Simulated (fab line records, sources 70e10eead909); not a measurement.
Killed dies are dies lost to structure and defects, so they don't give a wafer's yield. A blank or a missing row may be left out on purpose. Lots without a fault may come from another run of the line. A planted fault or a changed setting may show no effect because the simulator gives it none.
Problem report in the 8D (eight disciplines) form, filled by code | flow nand_harc | the parts of the form that need people (team, actions taken, sign-off) are left out

1. THE PROBLEM
oes_product_au at NHARC_A_CHANNEL_FILL_D1_ETCHBACK_19 reads a mean of 0.767 a.u. on 3 wafers of 3 lots; wafers without a fault read 0.998 a.u. with a standard deviation of 0.0097. That is -24 standard deviations from the usual mean.
The step: etches the open film in HBr/Cl2, target depth 5 nm, time 1.7 s.
First seen on wafer L497.4, day 13 20:09, on rie_si-05. The record holds 35 wafers of 12 lots with a number at this step. Rule for "out", or "out of limits": more than 4 standard deviations from the usual mean. The other wafers with a number count as sound.

2. WHAT IT IS AND WHAT IT IS NOT
question                    | is                     | is not
which readings at this step | oes_product_au         | drypump_motor_current_A, throttle_valve_pct
which lots                  | L497, L500, L503       | L484, L485, L487, L488, L489, L490, L493, L496, L506
which wafers of those lots  | L497.4, L500.4, L503.4 | L497.2, L500.3, L500.5, L503.2, L503.3
read on which tools         | rie_si-05              | rie_si-01, rie_si-04
when                        | from day 13 20:09      | up to then (25 sound wafers); but 7 sound wafers of L500, L503, L506 came after

3. SUSPECTS, AND WHAT RULES EACH OUT
Counting: a tool at a process step up to the reading stays a suspect if it ran every lot that is out. Sound lots after the first of them don't rule it out here, since some wafers of a struck lot are sound.
- har_etch-02 at NHARC_A_CHANNEL_HOLE_D1_ETCH_23 (etches the open film in C4F8/O2/Ar, time 819 s, target depth 1600 nm): kept. It ran every lot that is out, first L497 (day 12 15:14); its last sound lot up to then is L490 (day 10 02:38).
- rie_si-05 at NHARC_A_CHANNEL_FILL_D1_ETCHBACK_19 (etches the open film in HBr/Cl2, target depth 5 nm, time 1.7 s): kept. It ran every lot that is out, first L497 (day 13 20:09); its last sound lot up to then is L493 (day 12 05:35). Its own readings are out on those wafers: oes_product_au.
Left after counting: har_etch-02 at NHARC_A_CHANNEL_HOLE_D1_ETCH_23, rie_si-05 at NHARC_A_CHANNEL_FILL_D1_ETCHBACK_19.

4. THE CAUSE (what the simulator had put in)
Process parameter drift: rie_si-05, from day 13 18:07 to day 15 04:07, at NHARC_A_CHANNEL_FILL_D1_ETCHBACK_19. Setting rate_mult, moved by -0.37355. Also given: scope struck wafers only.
Counting left 2 suspects, and this tool is among them.

5. THE CHAIN OF EFFECTS, in route order
Each row: a reading whose mean over the struck wafers that have a number lies more than 3 standard deviations from the usual. Only readings for which the record gives a usual standard deviation are gone through. hours: the time from each lot's start at the first step in this table that gives one to its start at this step, as a median over the lots. sigmas: the change in usual standard deviations.
hours | step                                | reading        | usual      | on struck wafers | change | sigmas
0     | NHARC_A_CHANNEL_FILL_D1_ETCHBACK_19 | oes_product_au | 0.998 a.u. | 0.767            | -0.231 | -24
The process steps in it:
- NHARC_A_CHANNEL_FILL_D1_ETCHBACK_19: etches the open film in HBr/Cl2, target depth 5 nm, time 1.7 s.
Later measuring or inspecting steps at which every struck wafer that the step has a row for has a number for every such reading, and none has moved that far: NHARC_END_SORT_01.

6. WHAT WOULD HAVE CAUGHT IT SOONER
In this record the first reading out of limits was taken at day 13 20:09, 2 hours after the fault began at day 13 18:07.
